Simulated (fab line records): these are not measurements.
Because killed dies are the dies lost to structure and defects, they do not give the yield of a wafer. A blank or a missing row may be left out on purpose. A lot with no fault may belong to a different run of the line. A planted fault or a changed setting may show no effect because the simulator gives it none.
fab line records -- flow n5-finfet
[record] lots = 6, wafers = 18, last-day = 22
route steps=1938 shown BEOL_M2@875 BEOL_M4@1111
lots that met no fault: taken from a fault-free run of the same line
start-h: the number of hours between the record's first day and the start of the first shown wafer of the lot -- wait-h: how many hours have passed since the lot's step before this one -- " as in the row above -- L1.1+2: a row that stands for several wafers -- - either no value or no given start -- * or withheld: withheld -- < > ~ a bound
route shown NAME@n: NAME is a module with steps in the file, n the number in the route of the first one -- usual: mean/standard deviation of fault-free wafers -- same: alike in all rows -- chamber/n: place in a boat -- sites: per-site readings -- _std_site: standard deviation of those values -- _edge_site: mean of outer sites minus mean of inner sites -- radius-mm: for every site, how far away it sits from the centre of the wafer -- mask NAME#n: copy n -- behind: the tool/chamber that last shaped the wafer -- hold: reason for holding the lot/hours on hold/outcome of the hold -- device: names the non-switching transistor (n, p or np) -- end of line: the tests these same wafers got at the end of their route -- a step without rows: its recipe alone -- killed: at the first sort, the dies lost to defects and structure; wafer yield is something else -- map: the dies of a wafer, with x for killed, . for not killed, _ for no die there
set.NAME: the run value of the setting; set.NAME@STEP: its run value at that earlier step -- model.NAME: the simulator's own value behind a step, which no gauge read
certain route steps with their lots: each step a table, each wafer a row
services: when a tool's chamber went out of use (start-h, in hours from the record's first day, below 0 if earlier), for how many hours, and the reason
[[steps]]
[step N5_BEOL_M2_DEVELOP_27]
[recipe] develop-time-s = 30, developer = TMAH, resist = CAR-EUV, rinse-liquid = surfactant-rinse, dry = air-spin, dev-temp-c = 23
[step N5_BEOL_M2_CD_MEAS_28]
[recipe] target-cd-nm = 26.2, landing-energy-ev = 500, detector = se-inlens, target-cd-y-nm = 24.1, polarity = opening
[usual] cd-nm = 26.22/0.22
lot.wafer,tool,chamber,start-h,wait-h,cd-nm
L209.2,cd-sem-01,0,166.45,-,25.92
L209.3,cd-sem-01,0,166.45,-,26.13
L209.5,cd-sem-01,0,166.45,-,26.23
L213.3,cd-sem-01,0,186.57,-,26.33
L213.5,cd-sem-01,0,186.57,-,26.14
L213.6,cd-sem-01,0,186.57,-,26.24
L214.2,cd-sem-01,0,193.91,-,26.37
L214.4,cd-sem-01,0,193.91,-,25.96
L214.5,cd-sem-01,0,193.91,-,26.17
L223.4,cd-sem-03,0,241.69,-,26.27
L223.5,cd-sem-03,0,241.69,-,26.50
L223.6,cd-sem-03,0,241.69,-,26.22
L228.1,cd-sem-03,0,275.91,-,26.39
L228.2,cd-sem-03,0,275.91,-,26.29
L228.5,cd-sem-03,0,275.91,-,26.32
L229.1,cd-sem-03,0,302.34,-,26.16
L229.2,cd-sem-03,0,302.34,-,26.06
L229.6,cd-sem-03,0,302.34,-,26.21
[step N5_BEOL_M2_OVL_MEAS_29]
[recipe] points-per-wafer = 522
[usual] V1_OVL = -0.4/0.69
lot.wafer,tool,chamber,start-h,wait-h,V1_OVL[nm]
L209.2,overlay-02,0,166.49,0.0,0.1
L209.3,overlay-02,0,166.49,0.0,-0.6
L209.5,overlay-02,0,166.49,0.0,-1.4
L213.3,overlay-02,0,186.61,0.0,-1.2
L213.5,overlay-02,0,186.61,0.0,-0.6
L213.6,overlay-02,0,186.61,0.0,-0.5
L214.2,overlay-01,0,193.95,0.0,0.6
L214.4,overlay-01,0,193.95,0.0,0.5
L214.5,overlay-01,0,193.95,0.0,-0.6
L223.4,overlay-02,0,241.74,0.0,-0.5
L223.5,overlay-02,0,241.74,0.0,-0.6
L223.6,overlay-02,0,241.74,0.0,-0.9
L228.1,overlay-02,0,275.94,0.0,0.6
L228.2,overlay-02,0,275.94,0.0,0.9
L228.5,overlay-02,0,275.94,0.0,0.7
L229.1,overlay-02,0,302.37,0.0,-0.5
L229.2,overlay-02,0,302.37,0.0,-1.3
L229.6,overlay-02,0,302.37,0.0,-1.0
[step N5_BEOL_M2_INSPECT_30]
[recipe] mode = adi, inspect-instrument = brightfield
[usual] raw-defect-count = 378/79
lot.wafer,tool,chamber,start-h,wait-h,raw-defect-count
L209.2,defect-inspect-02,-,166.54,0.0,467
L209.3,defect-inspect-02,-,166.54,0.0,368
L209.5,defect-inspect-02,-,166.54,0.0,379
L213.3,defect-inspect-02,-,186.66,0.0,333
L213.5,defect-inspect-02,-,186.66,0.0,273
L213.6,defect-inspect-02,-,186.66,0.0,372
L214.2,defect-inspect-02,-,194.00,0.0,296
L214.4,defect-inspect-02,-,194.00,0.0,351
L214.5,defect-inspect-02,-,194.00,0.0,320
L223.4,defect-inspect-01,-,241.78,0.0,364
L223.5,defect-inspect-01,-,241.78,0.0,412
L223.6,defect-inspect-01,-,241.78,0.0,367
L228.1,defect-inspect-01,-,276.00,0.1,461
L228.2,defect-inspect-01,-,276.00,0.1,504
L228.5,defect-inspect-01,-,276.00,0.1,526
L229.1,defect-inspect-02,-,302.43,0.1,358
L229.2,defect-inspect-02,-,302.43,0.1,298
L229.6,defect-inspect-02,-,302.43,0.1,309
[step N5_BEOL_M2_DESCUM_33]
[recipe] chemistry = O2, time-s = 7, source-power-w = 50, bias-power-w = 20, pressure-mtorr = 20, rf-frequency-hz = 2.712e+07, temp-c = 40, resist = CAR-EUV, o2-flow-sccm = 225
[usual] drypump-motor-current-A = 5.7/0.44, oes-product-au = 0.78/0.1, rf-vpp-V = 243.5/1.5, showerhead-plenum-p-Torr = 2.12/0.081, throttle-valve-pct = 20.50/0.16
lot.wafer,tool,chamber,start-h,wait-h,drypump-motor-current-A,oes-product-au,rf-hours-counter-h,rf-vpp-V,showerhead-plenum-p-Torr,throttle-valve-pct
L209.2,rie-diel-04,3,166.57,0.0,5.1,0.71,229,243.0,2.16,20.65
L209.3,rie-diel-04,2,166.57,0.0,5.1,0.70,205,242.4,2.06,20.47
L209.5,rie-diel-04,3,166.57,0.0,5.1,0.69,-,245.0,2.16,20.65
L213.3,rie-diel-04,2,186.69,0.0,5.2,0.70,215,242.9,2.06,20.48
L213.5,rie-diel-04,0,186.69,0.0,6.1,0.98,-,243.2,2.23,20.23
L213.6,rie-diel-04,3,186.69,0.0,5.1,0.69,-,244.3,2.15,20.65
L214.2,rie-diel-05,1,194.04,0.0,5.4,0.96,6,245.2,2.24,20.17
L214.4,rie-diel-05,2,194.04,0.0,5.8,0.69,229,245.5,2.15,20.80
L214.5,rie-diel-05,2,194.04,0.0,5.8,0.70,-,243.2,2.15,20.81
L223.4,rie-diel-04,2,241.81,0.0,5.2,0.68,235,242.6,2.05,20.52
L223.5,rie-diel-04,3,241.81,0.0,5.1,0.99,-,244.3,2.15,20.30
L223.6,rie-diel-04,2,241.81,0.0,5.1,0.68,-,242.3,2.05,20.52
L228.1,rie-diel-02,0,276.03,0.0,5.6,0.69,223,242.4,1.98,20.43
L228.2,rie-diel-02,2,276.03,0.0,5.7,0.77,129,245.3,2.18,20.54
L228.5,rie-diel-02,3,276.03,0.0,5.6,0.75,-,243.0,2.00,20.66
L229.1,rie-diel-02,3,302.50,0.1,5.6,0.74,187,243.4,2.00,20.67
L229.2,rie-diel-02,0,302.50,0.1,5.6,0.68,232,240.7,1.98,20.44
L229.6,rie-diel-02,0,302.50,0.1,5.6,0.68,-,238.7,1.98,20.43
[step N5_BEOL_M2_ETCH_77]
[recipe] chemistry = N2/H2, target = underlayer, target-depth-a = 65, mask-material = CAR-EUV, time-s = 5.2, ion-energy-ev = 200, pressure-mtorr = 30, source-w = 840, bias-w = 150, n2-flow-sccm = 200, h2-flow-sccm = 200, ends = cleared
[usual] drypump-motor-current-A = 5.8/0.44, etch-rf-on-time-s = 5.21/0.078, h2-flow-sccm = 199.9/0.56, oes-product-au = 0.67/0.087, rf-vpp-V = 524.9/2.9, showerhead-plenum-p-Torr = 2.57/0.1, throttle-valve-pct = 17.95/0.14
lot.wafer,tool,chamber,start-h,wait-h,drypump-motor-current-A,etch-rf-on-time-s,h2-flow-sccm,oes-product-au,rf-hours-counter-h,rf-vpp-V,showerhead-plenum-p-Torr,throttle-valve-pct
L209.2,rie-diel-04,3,166.61,0.0,5.1,5.20,200.9,0.60,229,526.4,2.61,18.12
L209.3,rie-diel-04,2,166.61,0.0,5.1,5.20,199.5,0.60,205,522.0,2.51,17.87
L209.5,rie-diel-04,3,166.61,0.0,5.1,5.25,199.2,0.60,-,526.7,2.61,18.14
L213.3,rie-diel-04,2,186.73,0.0,5.2,5.16,199.8,0.59,215,525.6,2.50,17.87
L213.5,rie-diel-04,0,186.73,0.0,6.1,5.03,200.4,0.84,-,525.6,2.72,17.73
L213.6,rie-diel-04,3,186.73,0.0,5.1,5.24,200.0,0.59,-,524.2,2.61,18.16
L214.2,rie-diel-05,1,194.07,0.0,5.4,5.18,200.3,0.82,6,529.4,2.73,17.74
L214.4,rie-diel-05,2,194.07,0.0,5.8,5.15,199.8,0.59,229,528.6,2.61,18.20
L214.5,rie-diel-05,2,194.07,0.0,5.8,5.20,200.3,0.59,-,527.6,2.61,18.18
L223.4,rie-diel-04,2,241.85,0.0,5.2,5.25,199.6,0.59,235,524.4,2.50,17.90
L223.5,rie-diel-04,3,241.85,0.0,5.2,5.10,200.2,0.85,-,526.0,2.60,17.78
L223.6,rie-diel-04,2,241.85,0.0,5.2,5.25,199.4,0.58,-,523.5,2.50,17.91
L228.1,rie-diel-02,0,276.07,0.0,5.6,5.21,201.0,0.59,223,523.9,2.41,17.84
L228.2,rie-diel-02,2,276.07,0.0,5.7,5.14,199.5,0.67,129,527.0,2.67,18.10
L228.5,rie-diel-02,3,276.07,0.0,5.6,5.36,199.7,0.62,-,521.5,2.43,18.10
L229.1,rie-diel-02,3,302.53,0.0,5.6,5.30,199.4,0.63,187,520.9,2.42,18.10
L229.2,rie-diel-02,0,302.53,0.0,5.6,5.17,199.9,0.58,232,520.1,2.41,17.85
L229.6,rie-diel-02,0,302.53,0.0,5.6,5.16,200.8,0.59,-,521.4,2.41,17.84
[step N5_BEOL_M2_ETCH_69]
[recipe] chemistry = CF4, target = SiARC, target-depth-a = 156, mask-material = CAR-EUV, time-s = 26, ion-energy-ev = 80, pressure-mtorr = 40, source-w = 545, bias-w = 36, Ar_flow_sccm = 100, cf4-flow-sccm = 100, ends = cleared
[usual] drypump-motor-current-A = 5.7/0.44, etch-rf-on-time-s = 26.1/0.37, mfc-ar-sccm = 99.96/0.27, oes-product-au = 0.67/0.088, rf-vpp-V = 184.4/1.3, showerhead-plenum-p-Torr = 2.16/0.077, throttle-valve-pct = 15.68/0.19
lot.wafer,tool,chamber,start-h,wait-h,drypump-motor-current-A,etch-rf-on-time-s,mfc-ar-sccm,oes-product-au,rf-hours-counter-h,rf-vpp-V,showerhead-plenum-p-Torr,throttle-valve-pct
L209.2,rie-diel-04,3,166.63,0.0,5.1,26.2,99.53,0.59,229,185.4,2.20,15.80
L209.3,rie-diel-04,2,166.63,0.0,5.2,25.9,100.27,0.61,205,184.5,2.12,15.76
L209.5,rie-diel-04,3,166.63,0.0,5.1,26.1,100.10,0.59,-,185.1,2.20,15.80
L213.3,rie-diel-04,2,186.74,0.0,5.2,25.9,99.84,0.61,215,183.1,2.12,15.76
L213.5,rie-diel-04,0,186.74,0.0,6.1,25.1,100.02,0.84,-,186.0,2.28,15.40
L213.6,rie-diel-04,3,186.74,0.0,5.1,25.9,99.86,0.60,-,185.5,2.19,15.84
L214.2,rie-diel-05,1,194.09,0.0,5.4,25.6,100.30,0.82,6,186.3,2.28,15.28
L214.4,rie-diel-05,2,194.09,0.0,5.8,25.6,100.10,0.59,229,183.9,2.20,16.01
L214.5,rie-diel-05,2,194.09,0.0,5.8,25.6,99.56,0.60,-,185.5,2.20,16.01
L223.4,rie-diel-04,2,241.86,0.0,5.1,26.1,100.07,0.59,235,183.3,2.11,15.82
L223.5,rie-diel-04,3,241.86,0.0,5.1,25.5,100.08,0.85,-,184.4,2.19,15.36
L223.6,rie-diel-04,2,241.86,0.0,5.2,26.2,99.74,0.58,-,183.3,2.11,15.82
L228.1,rie-diel-02,0,276.08,0.0,5.6,26.4,99.47,0.59,223,181.5,2.04,15.66
L228.2,rie-diel-02,2,276.08,0.0,5.7,25.9,100.48,0.66,129,186.4,2.23,15.71
L228.5,rie-diel-02,3,276.08,0.0,5.6,26.7,99.67,0.63,-,182.9,2.05,15.82
L229.1,rie-diel-02,3,302.55,0.0,5.6,26.8,99.87,0.62,187,182.3,2.04,15.85
L229.2,rie-diel-02,0,302.55,0.0,5.6,26.1,99.86,0.59,232,183.5,2.04,15.70
L229.6,rie-diel-02,0,302.55,0.0,5.6,26.0,100.47,0.59,-,182.7,2.04,15.68
[step N5_BEOL_M2_ALD_98]
[recipe] material = SiO2, target-thk-a = 25, temp-c = 100, ald-precursor-family = BDEAS, ald-co-reactant = O2-plasma, pulse-time-s = 1, co-reactant-pulse-time-s = 1, purge-time-s = 2, co-reactant-purge-time-s = 2, ald-cycles = 17, pressure-torr = 2
[usual] heater-power-w = 79/9.1, precursor-pulse-height-rel = 1.001/0.02
lot.wafer,tool,chamber,start-h,wait-h,heater-power-w,precursor-pulse-height-rel
L209.2,ald-sin-03,1,166.71,0.1,68,1.008
L209.3,ald-sin-03,0,166.71,0.1,76,1.032
L209.5,ald-sin-03,1,166.71,0.1,65,1.000
L213.3,ald-sin-04,2,186.83,0.1,70,0.944
L213.5,ald-sin-04,3,186.83,0.1,93,1.038
L213.6,ald-sin-04,0,186.83,0.1,78,0.986
L214.2,ald-sin-01,0,194.35,0.2,66,0.999
L214.4,ald-sin-01,2,194.35,0.2,89,1.006
L214.5,ald-sin-01,3,194.35,0.2,78,1.003
L223.4,ald-sin-01,2,241.95,0.1,93,0.988
L223.5,ald-sin-01,2,241.95,0.1,88,1.001
L223.6,ald-sin-01,1,241.95,0.1,77,1.032
L228.1,ald-sin-01,0,276.17,0.1,66,1.006
L228.2,ald-sin-01,1,276.17,0.1,79,1.006
L228.5,ald-sin-01,2,276.17,0.1,90,0.978
L229.1,ald-sin-04,0,302.63,0.1,84,0.998
L229.2,ald-sin-04,3,302.63,0.1,89,0.964
L229.6,ald-sin-04,0,302.63,0.1,82,1.008
[step N5_BEOL_M2_ETCHBACK_99]
[recipe] chemistry = CHF3, target = SiO2, target-depth-a = 50, time-s = 10.4, source-w = 215, bias-w = 47, Ar_flow_sccm = 200, CHF3_flow_sccm = 12, ion-energy-ev = 100, pressure-mtorr = 30
[step N5_BEOL_M2_ETCH_70]
[recipe] chemistry = N2/H2, target = SOC, target-depth-a = 800, overetch-a = 240, mask-material = SiARC, temp-c = 40, time-s = 130, ion-energy-ev = 200, pressure-mtorr = 30, source-w = 840, bias-w = 150, n2-flow-sccm = 200, h2-flow-sccm = 200
[usual] drypump-motor-current-A = 5.7/0.4, h2-flow-sccm = 200.0/0.63, oes-product-au = 0.59/0.069, rf-vpp-V = 525.0/2.8, run-length-s = 153.3/0.52, showerhead-plenum-p-Torr = 2.58/0.098, throttle-valve-pct = 17.87/0.14
lot.wafer,tool,chamber,start-h,wait-h,drypump-motor-current-A,h2-flow-sccm,oes-product-au,rf-hours-counter-h,rf-vpp-V,run-length-s,showerhead-plenum-p-Torr,throttle-valve-pct
L209.2,rie-diel-05,0,169.73,0.0,6.3,200.6,0.67,13,525.0,153.4,2.61,17.84
L209.3,rie-diel-05,3,169.73,0.0,6.6,199.3,0.53,188,525.8,152.6,2.63,17.90
L209.5,rie-diel-05,3,169.73,0.0,6.6,199.1,0.53,-,525.9,152.3,2.63,17.90
L213.3,rie-diel-02,0,198.65,0.0,5.6,199.3,0.52,200,519.8,153.9,2.42,17.75
L213.5,rie-diel-02,3,198.65,0.0,5.6,199.4,0.56,-,521.9,153.2,2.44,18.01
L213.6,rie-diel-02,0,198.65,0.0,5.6,199.9,0.53,-,519.6,153.3,2.42,17.74
L214.2,rie-diel-02,0,206.33,0.0,5.6,199.7,0.52,201,520.1,153.3,2.42,17.76
L214.4,rie-diel-02,2,206.33,0.0,5.7,201.5,0.59,106,527.9,153.2,2.68,18.03
L214.5,rie-diel-02,1,206.33,0.0,5.7,200.7,0.54,-,526.3,153.5,2.64,17.83
L223.4,rie-diel-02,2,282.74,0.0,5.7,199.9,0.56,132,526.5,152.7,2.66,18.06
L223.5,rie-diel-02,0,282.74,0.0,5.6,200.0,0.51,-,519.9,153.5,2.41,17.79
L223.6,rie-diel-02,1,282.74,0.0,5.7,199.9,0.52,-,526.1,153.9,2.63,17.85
L228.1,rie-diel-02,1,313.55,0.0,5.8,200.7,0.52,210,526.9,153.4,2.62,17.87
L228.2,rie-diel-02,2,313.55,0.0,5.7,200.1,0.56,142,527.2,153.1,2.66,18.06
L228.5,rie-diel-02,2,313.55,0.0,5.7,199.7,0.56,-,527.0,152.4,2.66,18.06
L229.1,rie-diel-04,0,322.73,0.0,6.1,199.1,0.64,50,527.7,153.1,2.70,17.75
L229.2,rie-diel-04,2,322.73,0.0,5.2,199.6,0.71,3,523.4,153.9,2.49,17.42
L229.6,rie-diel-04,1,322.73,0.0,5.6,200.2,0.62,-,522.1,153.7,2.46,18.02
[step N5_BEOL_M2_STRIP_71]
[recipe] chemistry = N2/H2, temp-c = 40, n2-flow-sccm = 200, h2-flow-sccm = 200, rf-frequency-hz = 6e+07
[step N5_BEOL_M2_STRIP_78]
[recipe] chemistry = N2/H2, temp-c = 40, n2-flow-sccm = 200, h2-flow-sccm = 200, rf-frequency-hz = 6e+07
[step N5_BEOL_M2_VIA_ETCH_34]
[recipe] chemistry = C4F6/O2, target-depth-a = 694, mask-material = SOC, pressure-mtorr = 15, ion-energy-ev = 250, taper-deg = 4, time-s = 65.9, source-w = 350, bias-w = 170, Ar_flow_sccm = 300, C4F6_flow_sccm = 10, O2_flow_sccm = 10
[usual] drypump-motor-current-A = 5.7/0.4, mfc-ar-sccm = 299.9/0.83, oes-product-au = 0.80/0.097, rf-vpp-V = 667/6.4, run-length-s = 89.2/0.51, showerhead-plenum-p-Torr = 2.88/0.1, throttle-valve-pct = 30.77/0.14
lot.wafer,tool,chamber,start-h,wait-h,drypump-motor-current-A,mfc-ar-sccm,oes-product-au,rf-hours-counter-h,rf-vpp-V,run-length-s,showerhead-plenum-p-Torr,throttle-valve-pct,model.etch.depth-nm,model.SOC_of_BEOL_M2_COAT_67.thk-nm
L209.2,rie-diel-05,0,169.84,0.0,6.3,299.1,0.93,13,680,89.0,2.90,30.71,69.14,52
L209.3,rie-diel-05,3,169.84,0.0,6.6,298.6,0.70,188,663,88.1,2.94,30.81,67.72,52.2
L209.5,rie-diel-05,3,169.84,0.0,6.6,298.4,0.71,-,663,88.4,2.94,30.82,68.24,52.2
L213.3,rie-diel-02,0,198.75,0.0,5.6,299.3,0.71,200,667,84.9,2.72,30.70,63.13,52.6
L213.5,rie-diel-02,3,198.75,0.0,5.6,301.1,0.76,-,663,89.2,2.73,30.92,68,52
L213.6,rie-diel-02,0,198.75,0.0,5.6,300.5,0.71,-,668,89.2,2.72,30.69,68.52,52
L214.2,rie-diel-02,0,206.44,0.0,5.6,299.5,0.70,201,668,84.4,2.71,30.73,63.47,52.4
L214.4,rie-diel-02,2,206.44,0.0,5.6,300.2,0.78,106,675,89.1,2.97,30.86,68.1,51.8
L214.5,rie-diel-02,1,206.44,0.0,5.8,298.1,0.73,-,665,89.7,2.94,30.65,68.38,51.8
L223.4,rie-diel-02,2,282.85,0.0,5.7,298.8,0.77,132,676,88.7,2.96,30.89,69.16,51.4
L223.5,rie-diel-02,0,282.85,0.0,5.6,299.5,0.69,-,667,89.2,2.70,30.73,68.26,51.4
L223.6,rie-diel-02,1,282.85,0.0,5.7,299.2,0.71,-,666,89.8,2.93,30.69,68.48,51.6
L228.1,rie-diel-02,1,313.66,0.0,5.8,301.0,0.71,210,665,89.2,2.93,30.68,69.22,52
L228.2,rie-diel-02,2,313.66,0.0,5.7,300.8,0.77,142,676,88.4,2.95,30.91,70.44,52
L228.5,rie-diel-02,2,313.66,0.0,5.7,299.9,0.76,-,676,88.6,2.95,30.90,68.76,52
L229.1,rie-diel-04,0,322.84,0.0,6.1,299.8,0.87,50,671,88.8,3.00,30.63,70.35,51.6
L229.2,rie-diel-04,2,322.84,0.0,5.2,298.9,0.97,3,660,89.8,2.80,30.51,70.31,51.8
L229.6,rie-diel-04,1,322.84,0.0,5.5,300.8,0.82,-,663,89.6,2.75,30.97,68.44,51.8
[step N5_BEOL_M2_STRIP_83]
[recipe] chemistry = C4F6/O2, resist = SiARC, rf-frequency-hz = 6e+07
[step N5_BEOL_M4_RC_MEAS_101]
[usual] DIBL_N = 36.3/1.1, DIBL_P = 36.3/1.4, IOFF_N = 0.155/0.019, IOFF_P = 0.211/0.027, ION_N = 672/8.5, ION_P = 462/5.8, SS_N = 71.5/0.56, SS_P = 73.3/0.52, VT_N = 249.9/2.5, VT_P = -249.8/2.8
lot.wafer,tool,chamber,start-h,wait-h,DIBL_N[mV/V],DIBL_P[mV/V],IOFF_N[nA/um],IOFF_P[nA/um],ION_N[uA/um],ION_P[uA/um],SS_N[mV/dec],SS_P[mV/dec],VT_N[mV],VT_P[mV]
L209.2,prober-01,0,219.99,0.2,36.1,36.9,0.144,0.220,668,467,71.6,72.2,251.3,-248.3
L209.3,prober-01,0,219.99,0.2,35.6,37.1,0.138,0.219,668,465,71.4,73.3,252.5,-249.1
L209.5,prober-01,0,219.99,0.2,37.0,39.1,0.171,0.263,678,469,71.3,73.4,251.1,-247.9
L213.3,prober-02,0,289.88,0.3,35.3,35.3,0.149,0.185,672,461,71.3,73.5,249.7,-252.8
L213.5,prober-02,0,289.88,0.3,36.5,37.0,0.173,0.213,683,468,71.7,73.4,246.0,-247.2
L213.6,prober-02,0,289.88,0.3,37.4,37.2,0.183,0.226,678,457,71.5,73.6,247.7,-249.5
L229.1,prober-02,0,364.38,0.0,35.9,34.7,0.147,0.209,663,460,72.1,73.2,251.5,-247.4
L229.2,prober-02,0,364.38,0.0,38.3,37.1,0.191,0.245,680,464,72.3,73.6,247.8,-247.4
L229.6,prober-02,0,364.38,0.0,36.6,35.4,0.158,0.219,677,466,72.4,73.8,249.6,-251.6
L223.4,prober-01,0,376.75,0.5,35.4,34.8,0.151,0.195,681,464,71.3,73.0,250.4,-250.3
L223.5,prober-01,0,376.75,0.5,36.7,36.3,0.170,0.219,685,466,71.9,73.4,247.7,-248.3
L223.6,prober-01,0,376.75,0.5,36.6,36.2,0.169,0.214,684,467,71.5,73.8,248.6,-247.7
L214.2,prober-02,0,399.79,0.2,37.0,38.3,0.162,0.214,675,466,71.3,73.5,246.4,-249.6
L214.4,prober-02,0,399.79,0.2,33.6,32.5,0.105,0.142,658,454,70.4,72.8,255.7,-256.8
L214.5,prober-02,0,399.79,0.2,34.7,34.7,0.118,0.173,652,458,70.4,73.1,253.0,-253.3
L228.1,prober-01,0,400.81,0.0,36.4,35.7,0.167,0.213,677,456,72.0,73.1,249.3,-249.3
L228.2,prober-01,0,400.81,0.0,35.8,35.1,0.154,0.208,673,455,72.6,73.7,249.8,-249.9
L228.5,prober-01,0,400.81,0.0,35.6,34.6,0.155,0.197,673,460,72.1,73.2,248.3,-250.5
[[services]]
tool,chamber,start-h,hours,kind
rie-diel-05,2,144.20,3.8,repair
rie-diel-04,0,157.01,-,clean
rie-diel-04,0,157.01,-,consumable-replace:focus-ring
rie-diel-04,0,157.01,-,consumable-replace:showerhead
rie-diel-04,0,157.01,20.0,scheduled-down
rie-diel-04,0,157.01,20.0,vent-cycle
ald-sin-04,1,168.36,12.8,repair
rie-diel-05,-,172.97,2.8,pm
ald-sin-01,0,199.07,7.3,repair
rie-diel-04,3,212.32,-,clean
rie-diel-04,3,212.32,-,consumable-replace:focus-ring
rie-diel-04,3,212.32,13.7,scheduled-down
rie-diel-04,3,212.32,13.7,vent-cycle
ald-sin-04,-,220.95,0.9,repair
ald-sin-01,1,227.25,4.3,repair
ald-sin-04,1,232.79,7.4,repair
ald-sin-04,2,235.96,2.7,repair
rie-diel-02,-,238.40,0.2,repair
ald-sin-04,3,241.21,4.3,repair
rie-diel-02,0,251.28,2.0,repair
ald-sin-04,-,268.25,14.0,pm
rie-diel-04,2,292.39,-,clean
rie-diel-04,2,292.39,-,consumable-replace:focus-ring
rie-diel-04,2,292.39,17.3,scheduled-down
[[key]]
[first-sign] step = N5_BEOL_M2_VIA_ETCH_34, reading = run-length-s, direction = down, sigmas = 8.9, usual = *, struck = *
effect none on later readings
[model-effect] step = N5_BEOL_M2_VIA_ETCH_34, value = etch.depth-nm, without = 68.25, struck = 63.3
met-at N5_BEOL_M2_VIA_ETCH_34
struck-wafers L213.3,L214.2
[fault] kind = process-parameter-drift, tool = rie-diel-02, chamber = -, onset-h = 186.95, steps = N5_BEOL_M2_VIA_ETCH_34, channel = time-s, offset = *, shape = step, end-h = 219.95, scope = struck-wafers-only, acts-in = *, stated = *
